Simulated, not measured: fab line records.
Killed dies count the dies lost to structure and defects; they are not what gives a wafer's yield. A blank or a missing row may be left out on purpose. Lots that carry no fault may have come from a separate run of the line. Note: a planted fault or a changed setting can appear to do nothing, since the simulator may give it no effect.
fab line records | flow nand_harc | part 2 of 2: steps 5 to 6 of 6
[record] lots = 24 wafers = 72 last_day = 33
route steps=1302 shown A_CHANNEL_FILL_D1@500 A_DECK1_JOINT@530 A_CHANNEL_HOLE_D2@603 A_CHANNEL_FILL_D2@620
lots untouched by any fault: they come from a run of this same line in which no faults occurred
start_h: hours from the record's first day to the start of the lot's first wafer shown | wait_h: hours from the lot's prior step to this one | " same as the row above | L1.1+2: a single row standing in for several wafers | - value missing, or start not given | * or withheld: withheld | < > ~ a bound
route shown NAME@n: NAME is a module with steps in the file, n the number in the route of the first one | usual: the fault-free wafers' mean and standard deviation | same: alike in all rows | chamber/n: place in a boat | sites: per-site readings | _std_site: standard deviation across them | _edge_site: outer sites' mean less inner sites' | radius_mm: how far each site lies from the wafer's centre | mask NAME#n: copy n | behind: the tool/chamber that last shaped the wafer | hold: what put the lot on hold/how long, in hours/how the hold closed | device: the transistor (n, p or np) that didn't switch | end of line: at the end of the route, the tests of the same wafers | for a step that has no rows: nothing shown but its recipe | killed: dies lost to structure and defects at the first sort, not the wafer's yield | map: shows each die of a wafer: x if killed, . if not, _ if none is there
set.NAME: the setting that was run; set.NAME@STEP: the one run at that earlier step | model.NAME: the simulator's own value behind a step, which no gauge read
steps of the route over a sample of lots; a table a step, a row a wafer
services: when a tool's chamber went out of use (start_h, in hours from the record's first day, below 0 if earlier), for how many hours, and the reason
[[steps]]
[step NHARC_A_CHANNEL_FILL_D2_ETCHBACK_20]
[recipe] target_depth_a = 270 time_s = 13.5 c4f8_flow_sccm = withheld o2_flow_sccm = 8 ar_flow_sccm = withheld rf_w = 600 bias_w = 1500 chemistry = C4F8/O2/Ar
[usual] oes_product_au = 0.991/0.021 rf_vpp_V = 980/6.6
// columns lot.wafer tool chamber start_h wait_h oes_product_au rf_hours_counter_h rf_vpp_V
L075.1 rie_diel-12 0 325.85 - 0.997 9 969
L075.4 " 0 " " 1.010 - 971
L075.5 " 2 " " 1.003 - 984
L074.1 rie_diel-08 2 325.86 - 0.990 3 970
L074.3 " 3 " " 0.985 3 980
L074.6 " 3 " " 0.990 - 980
L077.3 rie_diel-08 2 345.82 - 0.998 3 969
L077.4 " 0 " " 0.987 3 986
L077.6 " 1 " " 0.997 - 986
L076.4 rie_diel-06 2 345.82 - 0.988 1 980
L076.1 " 0 " " 0.953 1 971
L076.5 " 2 " " 0.976 - 980
L078.2 rie_diel-08 2 356.05 - 0.975 3 970
L078.3 " 0 " " 0.958 4 987
L078.5 " 1 " " 0.959 - 986
L079.1 rie_diel-08 3 379.14 - 1.005 0 982
L079.3 " 1 " " 0.988 0 987
L079.6 " 3 " " 1.004 - 980
L080.4 rie_diel-08 3 388.73 - 1.011 0 982
L080.1 " 1 " " 0.999 0 985
L080.6 " 0 " " 1.003 - 988
L081.4 rie_diel-06 0 400.04 - 0.952 1 972
L081.2 " 1 " " 0.966 1 981
L081.6 " 1 " " 0.970 - 982
L082.4 rie_diel-08 1 417.80 - 0.987 1 986
L082.3 " 2 " " 0.987 1 969
L082.6 " 3 " " 0.992 - 980
L083.3 rie_diel-08 3 429.46 - 1.010 2 981
L083.1 " 0 " " 1.017 2 988
L083.5 " 0 " " 1.022 - 986
L084.2 rie_diel-06 1 429.52 - 1.005 3 981
L084.4 " 2 " " 1.003 3 980
L084.5 " 0 " " 1.005 - 972
L086.2 rie_diel-08 3 437.63 - 1.007 2 980
L086.3 " 1 " " 1.004 3 986
L086.6 " 3 " " 1.011 - 980
L085.3 rie_diel-12 1 437.66 - 0.991 21 983
L085.2 " 2 " " 0.998 28 985
L085.1 " 3 " " 0.996 23 974
L089.1 rie_diel-06 2 470.28 - 0.990 4 980
L089.4 " 1 " " 0.995 4 981
L089.6 " 2 " " 0.985 - 980
L087.3 rie_diel-08 2 470.28 - 0.987 4 969
L087.4 " 0 " " 1.025 4 988
L087.6 " 2 " " 0.998 - 970
L088.4 rie_diel-06 3 477.84 - 1.022 4 987
L088.1 " 0 " " 0.997 3 972
L088.5 " 0 " " 1.000 - 972
L091.2 rie_diel-08 0 491.78 - 1.011 4 988
L091.3 " 2 " " 0.983 5 969
L091.6 " 3 " " 1.005 - 979
L093.4 rie_diel-08 3 501.97 - 0.995 4 980
L093.3 " 2 " " 0.980 5 968
L093.6 " 3 " " 0.991 - 981
L090.1 rie_diel-06 3 501.97 - 0.999 0 987
L090.5 " 3 " " 0.999 - 986
L090.6 " 0 " " 1.002 - 972
L092.4 rie_diel-12 1 509.11 - 1.007 - 984
L092.5 " 2 " " 1.001 - 983
L092.6 " 0 " " 1.010 - 967
L094.4 rie_diel-08 3 529.92 - 0.928 5 980
L094.2 " 0 " " 0.937 5 989
L094.1 " 1 " " 0.912 5 986
L095.3 rie_diel-08 0 534.80 - 1.005 6 989
L095.2 " 1 " " 0.989 6 987
L095.6 " 3 " " 1.007 - 980
L097.2 rie_diel-06 0 544.89 - 0.973 1 972
L097.4 " 1 " " 0.977 1 982
L097.5 " 2 " " 0.982 - 981
L096.2 rie_diel-12 3 544.90 - 0.992 20 975
L096.5 " 1 " " 1.007 - 983
L096.4 " 2 " " 0.999 - 984
[step NHARC_A_CHANNEL_FILL_D2_STRIP_28]
[recipe] time_s = 20 o2_flow_sccm = 500 ar_flow_sccm = 0 bias_w = 0 chemistry = O2
[usual] drypump_motor_current_A = 5.83/0.29 mfc_ar_sccm = 0.010/0.011 oes_product_au = 1.000/0.0096 rf_vpp_V = 57.9/1 showerhead_plenum_p_Torr = 3.57/0.17 throttle_valve_pct = 17.037/0.0098
// columns lot.wafer tool chamber start_h wait_h drypump_motor_current_A mfc_ar_sccm oes_product_au rf_hours_counter_h rf_vpp_V showerhead_plenum_p_Torr throttle_valve_pct
L075.1 rie_diel-12 0 325.94 0.1 5.42 0.012 0.998 9 55.3 3.32 17.026
L075.5 " 2 " " 5.91 0.027 0.997 - 57.6 3.67 17.033
L075.4 " 3 " " 5.86 0.027 0.982 - 57.8 3.45 17.052
L074.1 rie_diel-08 0 325.95 0.1 5.96 0 1.002 3 58.4 3.76 17.025
L074.3 " 3 " " 5.58 0.027 1.001 3 56.6 3.57 17.037
L074.6 " 0 " " 5.98 0 1.001 - 59.3 3.76 17.044
L076.1 rie_diel-06 0 345.90 0.1 5.99 0.000 1.011 1 56.2 3.36 17.031
L076.4 " 3 " " 5.81 0 1.007 1 57.9 3.72 17.033
L076.5 " 0 " " 6.01 0.000 1.006 - 57.7 3.36 17.049
L077.3 rie_diel-08 1 345.90 0.1 5.91 0.016 0.994 3 57.5 3.74 17.043
L077.4 " 3 " " 5.58 0.027 0.990 3 57.6 3.57 17.055
L077.6 " 0 " " 5.95 0 0.986 - 60.2 3.76 17.044
L078.2 rie_diel-08 2 356.13 0.1 5.51 0 1.003 3 58.6 3.30 17.039
L078.3 " 3 " " 5.59 0.027 0.997 4 57.2 3.57 17.030
L078.5 " 1 " " 5.92 0.016 1.001 - 59.0 3.74 17.037
L079.3 rie_diel-08 0 379.23 0.1 5.94 0 1.011 0 56.8 3.76 17.039
L079.1 " 2 " " 5.48 0 0.997 0 56.1 3.30 17.029
L079.6 " 3 " " 5.57 0.027 1.014 - 57.2 3.57 17.024
L080.4 rie_diel-08 0 388.82 0.1 5.95 0 1.004 0 58.7 3.76 17.030
L080.1 " 2 " " 5.51 0 0.990 1 57.7 3.30 17.031
L080.6 " 0 " " 5.95 0 0.993 - 58.0 3.76 17.038
L081.2 rie_diel-06 1 400.13 0.1 6.54 0 1.000 1 58.5 3.60 17.046
L081.4 " 2 " " 5.87 0.016 0.994 2 59.8 3.57 17.033
L081.6 " 1 " " 6.54 0 0.989 - 56.9 3.60 17.018
L082.4 rie_diel-08 3 417.88 0.1 5.58 0.027 1.001 1 58.3 3.57 17.036
L082.3 " 1 " " 5.93 0.016 0.987 1 57.4 3.74 17.035
L082.6 " 3 " " 5.58 0.027 0.997 - 57.5 3.57 17.016
L083.3 rie_diel-08 1 429.56 0.1 5.91 0.016 0.984 3 56.8 3.74 17.040
L083.1 " 2 " " 5.49 0 0.991 2 57.4 3.30 17.040
L083.5 " 3 " " 5.57 0.027 1.007 - 58.5 3.57 17.043
L084.2 rie_diel-06 2 429.60 0.1 5.86 0.016 0.999 3 58.6 3.57 17.036
L084.4 " 3 " " 5.78 0 1.014 3 57.9 3.72 17.027
L084.5 " 0 " " 6.00 0.000 1.004 - 56.9 3.36 17.046
L086.3 rie_diel-08 2 437.73 0.1 5.48 0 0.995 3 57.5 3.30 17.048
L086.2 " 3 " " 5.59 0.027 1.011 2 57.7 3.57 17.035
L086.6 " 0 " " 5.93 0 1.019 - 58.6 3.76 17.063
L085.1 rie_diel-12 3 437.75 0.1 5.85 0.027 0.984 23 56.4 3.44 17.037
L085.2 " 0 " " 5.38 0.012 0.991 26 57.6 3.31 17.045
L085.3 " 1 " " 5.36 0 0.992 21 58.6 3.68 17.036
L087.3 rie_diel-08 1 470.37 0.1 5.93 0.016 0.978 4 58.6 3.73 17.033
L087.4 " 2 " " 5.48 0 0.983 4 58.2 3.30 17.041
L087.6 " 2 " " 5.48 0 0.982 - 57.8 3.30 17.051
L089.4 rie_diel-06 2 470.37 0.1 5.89 0.016 1.004 4 57.0 3.57 17.062
L089.1 " 3 " " 5.78 0 1.022 4 59.7 3.72 17.028
L089.6 " 2 " " 5.89 0.016 1.006 - 57.5 3.57 17.032
L088.1 rie_diel-06 0 477.94 0.1 6.01 0.000 0.997 3 58.4 3.36 17.036
L088.4 " 1 " " 6.53 0 1.004 4 57.8 3.60 17.047
L088.5 " 3 " " 5.75 0 1.014 - 60.8 3.72 17.024
L091.3 rie_diel-08 2 491.87 0.1 5.50 0 0.992 5 59.1 3.30 17.031
L091.2 " 0 " " 5.95 0 1.015 4 58.9 3.75 17.024
L091.6 " 2 " " 5.50 0 0.986 - 55.9 3.30 17.041
L093.3 rie_diel-08 1 502.07 0.1 5.90 0.016 0.990 5 60.0 3.73 17.035
L093.4 " 2 " " 5.49 0 0.997 5 58.4 3.30 17.036
L093.6 " 3 " " 5.55 0.027 1.006 - 57.2 3.57 17.033
L090.1 rie_diel-06 2 502.07 0.1 5.85 0.016 0.995 0 57.5 3.57 17.060
L090.5 " 3 " " 5.80 0 1.000 - 58.7 3.72 17.035
L090.6 " 0 " " 6.00 0.000 0.991 - 56.9 3.36 17.023
L092.6 rie_diel-12 2 509.20 0.0 5.90 0.027 1.007 - 59.6 3.65 17.038
L092.5 " 0 " " 5.41 0.012 1.015 - 56.6 3.30 17.036
L092.4 " 1 " " 5.38 0 1.012 - 57.8 3.67 17.038
L094.2 rie_diel-08 0 530.01 0.1 5.95 0 1.015 5 59.2 3.75 17.041
L094.4 " 2 " " 5.48 0 1.000 5 56.0 3.30 17.035
L094.1 " 3 " " 5.60 0.027 1.003 5 57.7 3.57 17.041
L095.3 rie_diel-08 3 534.89 0.1 5.56 0.027 1.002 5 57.1 3.57 17.035
L095.2 " 0 " " 5.96 0 1.006 6 58.3 3.75 17.020
L095.6 " 1 " " 5.91 0.016 0.990 - 57.2 3.73 17.035
L097.2 rie_diel-06 0 544.96 0.1 6.01 0.000 1.017 1 57.6 3.36 17.049
L097.4 " 2 " " 5.85 0.016 0.997 1 56.2 3.57 17.040
L097.5 " 1 " " 6.54 0 1.000 - 57.4 3.60 17.039
L096.2 rie_diel-12 3 544.98 0.1 5.85 0.027 0.989 20 56.9 3.43 17.023
L096.4 " 3 " " 5.86 0.027 0.991 - 56.9 3.43 17.050
L096.5 " 2 " " 5.90 0.027 0.998 - 58.6 3.65 17.044
[[services]]
// columns tool chamber start_h hours kind
rie_diel-10 1 198.88 9.6 repair
rie_diel-01 - 203.90 9.0 pm
rie_diel-10 2 227.84 9.2 repair
rie_diel-06 2 236.38 5.0 repair
rie_diel-10 - 242.50 9.0 pm
rie_diel-06 3 255.54 6.7 repair
rie_diel-10 3 256.22 2.5 repair
rie_diel-06 - 307.20 9.0 pm
rie_diel-08 1 321.56 5.7 repair
rie_diel-08 2 326.73 6.4 repair
rie_diel-10 3 336.83 2.0 repair
rie_diel-08 - 346.01 0.2 repair
rie_diel-10 0 351.60 6.4 repair
rie_diel-06 1 355.93 8.2 repair
rie_diel-08 - 367.85 9.0 pm
rie_diel-10 2 392.79 14.8 repair
rie_diel-06 0 403.83 19.2 repair
rie_diel-10 - 419.50 9.0 pm
rie_diel-06 2 420.63 4.3 repair
rie_diel-10 2 451.44 5.6 repair
rie_diel-10 1 479.96 6.6 repair
rie_diel-06 - 484.20 9.0 pm
rie_diel-08 - 538.02 0.3 repair
rie_diel-08 - 544.85 9.0 pm
